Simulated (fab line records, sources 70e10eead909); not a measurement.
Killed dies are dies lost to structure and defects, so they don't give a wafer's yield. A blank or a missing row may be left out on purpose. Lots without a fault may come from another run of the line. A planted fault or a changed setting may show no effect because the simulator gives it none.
Chamber matching | flow nand_harc | NHARC_A_CHANNEL_HOLE_D1_DESCUM_15 on rie_diel-09: 4 sister chambers
The step chemistry O2, time 3 s. 4 wafers are shown with their chamber, then 12 later ones without.

WAFERS WITH THEIR CHAMBER
wafer  | chamber | showerhead_plenum_p_Torr (Torr)
L091.1 | 1       | 1.94
L093.1 | 2       | 1.88
L093.2 | 0       | 1.84
L093.4 | 3       | 1.79

WAFERS WITHOUT THEIR CHAMBER
wafer  | showerhead_plenum_p_Torr (Torr)
L094.1 | 1.79
L094.2 | 1.94
L094.5 | 1.94
L095.3 | 1.84
L095.4 | 1.94
L095.6 | 1.94
L097.2 | 1.87
L097.5 | 1.88
L097.6 | 1.94
L096.1 | 1.79
L096.2 | 1.87
L096.6 | 1.94

WHICH CHAMBER EACH WENT THROUGH
wafer  | from the rows above | in truth
L094.1 | 3                   | 3
L094.2 | 1                   | 1
L094.5 | 1                   | 1
L095.3 | 0                   | 0
L095.4 | 1                   | 1
L095.6 | 1                   | 1
L097.2 | 2                   | 2
L097.5 | 2                   | 2
L097.6 | 1                   | 1
L096.1 | 3                   | 3
L096.2 | 2                   | 2
L096.6 | 1                   | 1
Placed correctly: 12 of 12. Can't be placed from these rows: 0. Placed wrongly: 0.
How it was worked out, from the rows above alone: a wafer's distance from a chamber is the root of the sum, over the readings, of the square of ((its reading less the chamber's mean) divided by the reading's scatter). The wafer belongs to the nearest chamber; if the next one is less than 2 further off, it can't be placed. A chamber's mean is the mean of its shown wafers. The scatter: with one shown wafer a chamber, the root of the mean of the squares of how far each hidden wafer lies from its nearest shown one.
